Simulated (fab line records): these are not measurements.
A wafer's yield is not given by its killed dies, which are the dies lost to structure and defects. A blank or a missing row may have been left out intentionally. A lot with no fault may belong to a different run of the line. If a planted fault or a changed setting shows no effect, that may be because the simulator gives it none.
fab line records + flow nand_harc + part 2 of 2: steps 26 to 31 of 31
[record]
- lots = 5
- wafers = 15
- last_day = 32
route steps=1302 shown A_SGD_CUT@912 A_SLIT@922
lots that met no fault: from a run of the same line without faults
start_h: the number of hours between the record's first day and the start of the first shown wafer of the lot + wait_h: hours elapsed since this lot's preceding step + " identical to the entry in the row above + L1.1+2: a row that stands for several wafers + - no value, or no start given + * or withheld: withheld + < > ~ a bound
route shown NAME@n: NAME is a module with steps in the file, n the number in the route of the first one + usual: the fault-free wafers' mean and standard deviation + same: alike in all rows + chamber/n: place in a boat + sites: each site's reading + _std_site: how widely they spread, as a standard deviation + _edge_site: mean of outer sites minus mean of inner sites + radius_mm: how far each site lies from the wafer's centre + mask NAME#n: copy n + behind: the last tool/chamber to shape the wafer + hold: why the lot went on hold/how many hours it stayed there/how the hold came to an end + device: names the non-switching transistor (n, p or np) + end of line: tests of these same wafers at the route's end + a step with no rows: only its recipe + killed: count of dies lost to structure and defects at first sort (not the wafer's yield) + map: shows each die of a wafer: x if killed, . if not, _ if none is there
set.NAME: the setting that was run; set.NAME@STEP: the one run at that earlier step + model.NAME: the simulator's own value behind a step, which no gauge read
lots at selected steps of the route; one table per step, one row per wafer
services: from which hour (start_h, from the record's first day; less than 0 if before it) a tool's chamber was out of use, for how many hours, and why
[[steps]]
[step NHARC_A_SLIT_ETCH_24]
[recipe]
- target_depth_a = 1210
- time_s = 60.5
- cf4_flow_sccm = 100
- chf3_flow_sccm = 30
- ar_flow_sccm = 0
- rf_w = 500
- bias_w = 200
- chemistry = CF4/CHF3
[usual]
- drypump_motor_current_A = 5.7/0.42
- mfc_ar_sccm = 0.008/0.01
- oes_product_au = 0.958/0.019
- rf_vpp_V = 369.9/2.8
- showerhead_plenum_p_Torr = 1.56/0.08
- throttle_valve_pct = 16.801/0.01
[same]
- time_s = 60.5
| lot.wafer | tool        | chamber | start_h | wait_h | drypump_motor_current_A | mfc_ar_sccm | oes_product_au | rf_hours_counter_h | rf_vpp_V | showerhead_plenum_p_Torr | throttle_valve_pct |
|-----------|-------------|---------|---------|--------|-------------------------|-------------|----------------|--------------------|----------|--------------------------|--------------------|
| L077.2    | rie_diel-05 | 0       | 484.60  | 0.1    | 5.1                     | 0.004       | 0.946          | 3.7                | 372.9    | 1.66                     | 16.788             |
| L077.1    | "           | 1       | "       | "      | 5.4                     | 0.010       | 0.964          | 2.9                | 371.1    | 1.59                     | 16.793             |
| L077.6    | "           | 3       | "       | "      | 6.0                     | 0           | 0.962          | -                  | 367.1    | 1.47                     | 16.806             |
| L078.1    | rie_diel-05 | 1       | 496.04  | 0.1    | 5.4                     | 0.010       | 0.950          | 4.3                | 371.6    | 1.59                     | 16.804             |
| L078.5    | "           | 0       | "       | "      | 5.1                     | 0.004       | 0.943          | -                  | 372.9    | 1.66                     | 16.798             |
| L078.4    | "           | 1       | "       | "      | 5.4                     | 0.010       | 0.952          | -                  | 372.0    | 1.59                     | 16.806             |
| L083.3    | rie_diel-05 | 2       | 558.04  | 0.1    | 5.8                     | 0.034       | 0.940          | 9.4                | 372.6    | 1.66                     | 16.815             |
| L083.1    | "           | 0       | "       | "      | 5.1                     | 0.004       | 0.951          | 9.1                | 373.8    | 1.66                     | 16.805             |
| L083.5    | "           | 3       | "       | "      | 6.0                     | 0           | 0.947          | -                  | 366.3    | 1.47                     | 16.797             |
| L092.2    | rie_diel-06 | 1       | 633.93  | 0.1    | 5.8                     | 0           | 0.963          | 7.9                | 373.6    | 1.68                     | 16.786             |
| L092.1    | "           | 2       | "       | "      | 5.1                     | 0.002       | 0.964          | 7.9                | 366.5    | 1.48                     | 16.802             |
| L092.6    | "           | 2       | "       | "      | 5.1                     | 0.002       | 0.960          | -                  | 368.5    | 1.48                     | 16.798             |
| L093.4    | rie_diel-05 | 0       | 638.36  | 0.1    | 5.1                     | 0.004       | 0.964          | 2.6                | 373.4    | 1.66                     | 16.817             |
| L093.6    | "           | 1       | "       | "      | 5.4                     | 0.010       | 0.961          | -                  | 371.1    | 1.58                     | 16.790             |
| L093.5    | "           | 2       | "       | "      | 5.8                     | 0.034       | 0.969          | -                  | 374.1    | 1.66                     | 16.801             |
[step NHARC_A_SLIT_ETCH_15]
[recipe]
- target_depth_a = 62000
- over_etch_frac = 0.3
- time_s = 1612
- ion_energy_ev = 150
- o2_flow_sccm = 400
- cos_flow_sccm = 20
- ar_flow_sccm = 0
- rf_w = 500
- bias_w = 300
- chemistry = O2/COS
[usual]
- drypump_motor_current_A = 5.7/0.41
- mfc_ar_sccm = 0.008/0.01
- oes_product_au = 0.998/0.0084
- rf_vpp_V = 313.8/2.3
- showerhead_plenum_p_Torr = 3.09/0.16
- throttle_valve_pct = 28.332/0.0085
[same]
- over_etch_frac = 0.3
- time_s = 1612
| lot.wafer | tool        | chamber | start_h | wait_h | drypump_motor_current_A | mfc_ar_sccm | oes_product_au | rf_hours_counter_h | rf_vpp_V | showerhead_plenum_p_Torr | throttle_valve_pct |
|-----------|-------------|---------|---------|--------|-------------------------|-------------|----------------|--------------------|----------|--------------------------|--------------------|
| L077.2    | rie_diel-05 | 3       | -       | -      | 6.0                     | 0           | 0.991          | 4.2                | 310.8    | 2.91                     | 28.330             |
| L077.1    | "           | 0       | "       | "      | 5.1                     | 0.004       | 0.987          | 4.0                | 317.1    | 3.30                     | 28.348             |
| L077.6    | "           | 1       | "       | "      | 5.4                     | 0.010       | 1.007          | -                  | 313.3    | 3.15                     | 28.352             |
| L078.1    | rie_diel-05 | 1       | -       | -      | 5.4                     | 0.010       | 1.004          | 4.6                | 316.1    | 3.15                     | 28.326             |
| L078.4    | "           | 1       | "       | "      | 5.4                     | 0.010       | 1.005          | -                  | 314.3    | 3.15                     | 28.342             |
| L078.5    | "           | 2       | "       | "      | 5.8                     | 0.034       | 0.995          | -                  | 316.2    | 3.30                     | 28.318             |
| L083.3    | rie_diel-05 | 3       | -       | -      | 6.0                     | 0           | 0.985          | 8.1                | 311.8    | 2.91                     | 28.328             |
| L083.1    | "           | 2       | "       | "      | 5.8                     | 0.034       | 0.985          | 9.7                | 314.8    | 3.29                     | 28.338             |
| L083.5    | "           | 0       | "       | "      | 5.1                     | 0.004       | 0.989          | -                  | 316.6    | 3.30                     | 28.335             |
| L092.2    | rie_diel-06 | 1       | -       | -      | 5.7                     | 0           | 1.003          | 8.1                | 318.2    | 3.32                     | 28.326             |
| L092.1    | "           | 3       | "       | "      | 6.0                     | 0.009       | 0.988          | 8.5                | 314.9    | 3.18                     | 28.322             |
| L092.6    | "           | 0       | "       | "      | 5.5                     | 0           | 1.004          | -                  | 311.6    | 2.93                     | 28.338             |
| L093.4    | rie_diel-05 | 1       | -       | -      | 5.4                     | 0.010       | 1.004          | 2.4                | 314.3    | 3.14                     | 28.333             |
| L093.5    | "           | 2       | "       | "      | 5.8                     | 0.034       | 1.003          | -                  | 317.1    | 3.29                     | 28.328             |
| L093.6    | "           | 3       | "       | "      | 6.0                     | 0           | 0.992          | -                  | 311.6    | 2.91                     | 28.335             |
[step NHARC_A_SLIT_ETCH_17]
[recipe]
- bias_v = 900
- source_w = withheld
- pressure_mtorr = 20
- ar_flow_sccm = 375
- c4f8_flow_sccm = 83.3
- o2_flow_sccm = 41.7
- time_s = 4254.5
- target_depth_a = 2.03e+05
- chemistry = C4F8/O2/Ar
[usual]
- drypump_motor_current_A = 5.8/0.49
- mfc_ar_sccm = 374.9/1.1
- showerhead_plenum_p_Torr = 3.78/0.13
- throttle_valve_pct = 32.045/0.0091
[same]
- time_s = 4254.5
| lot.wafer | tool        | chamber | start_h | wait_h | drypump_motor_current_A | mfc_ar_sccm | rf_hours_counter_h | showerhead_plenum_p_Torr | throttle_valve_pct |
|-----------|-------------|---------|---------|--------|-------------------------|-------------|--------------------|--------------------------|--------------------|
| L077.2    | har_etch-01 | 1       | 485.77  | -      | 6.1                     | 374.9       | 260                | 3.64                     | 32.046             |
| L077.1    | "           | 0       | "       | "      | 6.3                     | 375.8       | 260                | 3.64                     | 32.064             |
| L077.6    | "           | 1       | 488.23  | -      | 6.1                     | 374.3       | -                  | 3.64                     | 32.058             |
| L078.1    | har_etch-02 | 1       | 497.44  | -      | 6.1                     | 374.5       | 62                 | 3.90                     | 32.053             |
| L078.4    | "           | 0       | 499.26  | -      | 5.2                     | 375.5       | -                  | 3.90                     | 32.052             |
| L078.5    | "           | 0       | 500.47  | -      | 5.1                     | 374.9       | -                  | 3.90                     | 32.039             |
| L083.1    | har_etch-01 | 0       | 559.82  | -      | 6.4                     | 375.7       | 306                | 3.62                     | 32.046             |
| L083.3    | "           | 0       | 561.02  | -      | 6.4                     | 374.7       | -                  | 3.62                     | 32.030             |
| L083.5    | "           | 1       | "       | "      | 6.1                     | 374.2       | -                  | 3.62                     | 32.034             |
| L092.2    | har_etch-02 | 0       | 636.18  | -      | 5.1                     | 373.8       | 146                | 3.86                     | 32.063             |
| L092.1    | "           | 1       | "       | "      | 6.1                     | 373.5       | 146                | 3.86                     | 32.032             |
| L092.6    | "           | 1       | 639.24  | -      | 6.1                     | 373.3       | -                  | 3.86                     | 32.045             |
| L093.4    | har_etch-01 | 1       | 644.60  | -      | 6.1                     | 373.3       | -                  | 3.59                     | 32.038             |
| L093.6    | "           | 0       | "       | "      | 6.4                     | 374.0       | -                  | 3.60                     | 32.052             |
| L093.5    | "           | 1       | "       | "      | 6.1                     | 372.5       | -                  | 3.59                     | 32.042             |
[step NHARC_A_SLIT_ETCH_26]
[recipe]
- bias_v = 400
- source_w = 2000
- pressure_mtorr = 25
- time_s = 90
- ar_flow_sccm = 375
- c4f8_flow_sccm = 41.7
- o2_flow_sccm = 83.3
- target_depth_a = 4000
- chemistry = C4F8/O2/Ar
[usual]
- drypump_motor_current_A = 5.8/0.49
- mfc_ar_sccm = 374.9/1
- showerhead_plenum_p_Torr = 3.82/0.13
- throttle_valve_pct = 27.619/0.0088
[same]
- time_s = 90
| lot.wafer | tool        | chamber | start_h | wait_h | drypump_motor_current_A | mfc_ar_sccm | rf_hours_counter_h | showerhead_plenum_p_Torr | throttle_valve_pct |
|-----------|-------------|---------|---------|--------|-------------------------|-------------|--------------------|--------------------------|--------------------|
| L077.2    | har_etch-01 | 1       | 489.46  | 3.1    | 6.1                     | 375.7       | 263                | 3.67                     | 27.613             |
| L077.1    | "           | 0       | "       | "      | 6.4                     | 376.8       | 263                | 3.67                     | 27.632             |
| L077.6    | "           | 1       | "       | "      | 6.1                     | 375.9       | -                  | 3.67                     | 27.630             |
| L078.1    | har_etch-02 | 1       | 501.07  | 3.0    | 6.1                     | 374.3       | 65                 | 3.94                     | 27.620             |
| L078.4    | "           | 0       | "       | "      | 5.1                     | 374.3       | -                  | 3.94                     | 27.613             |
| L078.5    | "           | 0       | "       | "      | 5.1                     | 375.2       | -                  | 3.94                     | 27.617             |
| L083.1    | har_etch-01 | 0       | 562.86  | 2.4    | 6.3                     | 374.9       | 309                | 3.65                     | 27.609             |
| L083.3    | "           | 0       | "       | "      | 6.3                     | 373.9       | -                  | 3.65                     | 27.637             |
| L083.5    | "           | 1       | "       | "      | 6.1                     | 375.5       | -                  | 3.65                     | 27.603             |
| L092.2    | har_etch-02 | 0       | 639.85  | 3.1    | 5.1                     | 375.8       | 149                | 3.89                     | 27.627             |
| L092.1    | "           | 1       | "       | "      | 6.1                     | 375.7       | 149                | 3.89                     | 27.608             |
| L092.6    | "           | 1       | "       | "      | 6.1                     | 376.0       | -                  | 3.89                     | 27.610             |
| L093.4    | har_etch-01 | 1       | 646.55  | 1.3    | 6.1                     | 372.4       | -                  | 3.62                     | 27.617             |
| L093.6    | "           | 0       | "       | "      | 6.4                     | 372.7       | -                  | 3.63                     | 27.632             |
| L093.5    | "           | 1       | "       | "      | 6.1                     | 374.3       | -                  | 3.62                     | 27.611             |
[step NHARC_A_SLIT_STRIP_28]
[recipe]
- o2_flow_sccm = 400
- cos_flow_sccm = 20
- ar_flow_sccm = 0
- bias_w = 0
- chemistry = O2/COS
| lot.wafer  | tool        | chamber | start_h | wait_h |
|------------|-------------|---------|---------|--------|
| L077.2+1+6 | rie_diel-03 | 0,3,0   | 490.25  | 0.8    |
| L078.4+1+5 | rie_diel-03 | 2,3,2   | 501.86  | 0.7    |
| L083.1+3+5 | rie_diel-06 | 3,1,3   | 563.63  | 0.7    |
| L092.2+1+6 | rie_diel-05 | 2,0,2   | 640.66  | 0.8    |
| L093.4+5+6 | rie_diel-06 | 2,2,3   | 647.25  | 0.7    |
[step NHARC_A_SLIT_ETCH_29]
[recipe]
- target_depth_a = 1000
- overetch_a = 100
- time_s = 55
- ion_energy_ev = 100
- cf4_flow_sccm = 80
- o2_flow_sccm = 20
- ar_flow_sccm = 0
- rf_w = 300
- bias_w = 100
- chemistry = CF4/O2
[usual]
- drypump_motor_current_A = 5.7/0.4
- mfc_ar_sccm = 0.007/0.0099
- oes_ar_750_au = 1.000/0.0045
- oes_o_777_au = 1.000/0.0047
- oes_product_au = 0.997/0.0081
- rf_vpp_V = 197.5/1.6
- showerhead_plenum_p_Torr = 1.32/0.071
- throttle_valve_pct = 13.397/0.0087
[same]
- time_s = 55
| lot.wafer | tool        | chamber | start_h | wait_h | drypump_motor_current_A | mfc_ar_sccm | oes_ar_750_au | oes_o_777_au | oes_product_au | rf_hours_counter_h | rf_vpp_V | showerhead_plenum_p_Torr | throttle_valve_pct |
|-----------|-------------|---------|---------|--------|-------------------------|-------------|---------------|--------------|----------------|--------------------|----------|--------------------------|--------------------|
| L077.2    | rie_diel-03 | 0       | 490.36  | 0.1    | 6.3                     | 0.012       | 1.003         | 1.006        | 0.996          | 0.6                | 194.3    | 1.26                     | 13.390             |
| L077.1    | "           | 1       | "       | "      | 6.4                     | 0.017       | 1.004         | 0.996        | 0.994          | 0.6                | 196.5    | 1.28                     | 13.392             |
| L077.6    | "           | 2       | "       | "      | 5.6                     | 0           | 0.992         | 1.004        | 0.993          | -                  | 195.5    | 1.26                     | 13.387             |
| L078.4    | rie_diel-03 | 0       | 501.96  | 0.1    | 6.3                     | 0.012       | 1.002         | 1.003        | 0.994          | 0.8                | 195.7    | 1.26                     | 13.389             |
| L078.1    | "           | 1       | "       | "      | 6.4                     | 0.017       | 1.003         | 1.004        | 0.992          | 0.7                | 196.8    | 1.28                     | 13.401             |
| L078.5    | "           | 1       | "       | "      | 6.4                     | 0.017       | 0.999         | 0.999        | 0.997          | -                  | 196.8    | 1.28                     | 13.410             |
| L083.3    | rie_diel-06 | 1       | 563.75  | 0.1    | 5.8                     | 0           | 1.000         | 1.000        | 0.993          | 3.6                | 199.3    | 1.42                     | 13.408             |
| L083.1    | "           | 2       | "       | "      | 5.1                     | 0.002       | 1.005         | 1.004        | 1.000          | 3.7                | 195.9    | 1.25                     | 13.397             |
| L083.5    | "           | 1       | "       | "      | 5.7                     | 0           | 1.009         | 1.004        | 0.997          | -                  | 200.0    | 1.43                     | 13.393             |
| L092.2    | rie_diel-05 | 3       | 640.75  | 0.1    | 5.9                     | 0           | 0.998         | 0.991        | 0.996          | 2.9                | 195.9    | 1.24                     | 13.381             |
| L092.1    | "           | 0       | "       | "      | 5.1                     | 0.004       | 0.998         | 1.000        | 0.988          | 3.1                | 199.5    | 1.41                     | 13.405             |
| L092.6    | "           | 2       | "       | "      | 5.8                     | 0.034       | 1.000         | 0.996        | 1.002          | -                  | 197.6    | 1.41                     | 13.397             |
| L093.4    | rie_diel-06 | 0       | 647.34  | 0.1    | 5.5                     | 0           | 1.006         | 1.017        | 1.005          | 9.6                | 194.8    | 1.25                     | 13.412             |
| L093.6    | "           | 0       | "       | "      | 5.5                     | 0           | 0.995         | 1.014        | 0.997          | -                  | 194.9    | 1.25                     | 13.409             |
| L093.5    | "           | 1       | "       | "      | 5.8                     | 0           | 1.002         | 0.998        | 0.997          | -                  | 200.2    | 1.42                     | 13.395             |
[[services]]
| tool           | chamber | start_h | hours | kind   |
|----------------|---------|---------|-------|--------|
| rie_diel-06    | -       | 451.63  | 1.1   | repair |
| rie_diel-03    | -       | 458.35  | 9.0   | pm     |
| rie_diel-06    | -       | 484.26  | 9.0   | pm     |
| rie_diel-05    | 3       | 491.89  | 8.0   | repair |
| pecvd-01       | -       | 492.37  | 13.0  | pm     |
| litho_track-01 | -       | 505.00  | 7.0   | pm     |
| rie_diel-03    | 3       | 505.65  | 8.8   | repair |
| litho_track-06 | -       | 529.00  | 7.0   | pm     |
| rie_diel-05    | 1       | 547.94  | 10.0  | repair |
| litho_track-04 | -       | 553.00  | 7.0   | pm     |
| rie_diel-03    | 3       | 556.88  | 8.2   | repair |
| rie_diel-01    | -       | 557.80  | 9.0   | pm     |
| rie_diel-06    | 0       | 561.75  | 9.6   | repair |
| pecvd-01       | 0       | 567.08  | 3.6   | repair |
| rie_diel-01    | 2       | 579.17  | 3.6   | repair |
| wet_bench-04   | -       | 579.20  | 8.0   | pm     |
| rie_diel-05    | -       | 583.60  | 9.0   | pm     |
| rie_diel-01    | 2       | 595.63  | 17.7  | repair |
| rie_diel-06    | 0       | 607.72  | 5.1   | repair |
| rie_diel-01    | 0       | 613.70  | 25.0  | repair |
| wet_bench-04   | -       | 621.65  | 1.4   | repair |
| rie_diel-01    | 1       | 622.77  | 9.1   | repair |
| rie_diel-06    | -       | 638.59  | 0.4   | repair |
| pecvd-01       | 1       | 647.24  | 4.2   | repair |
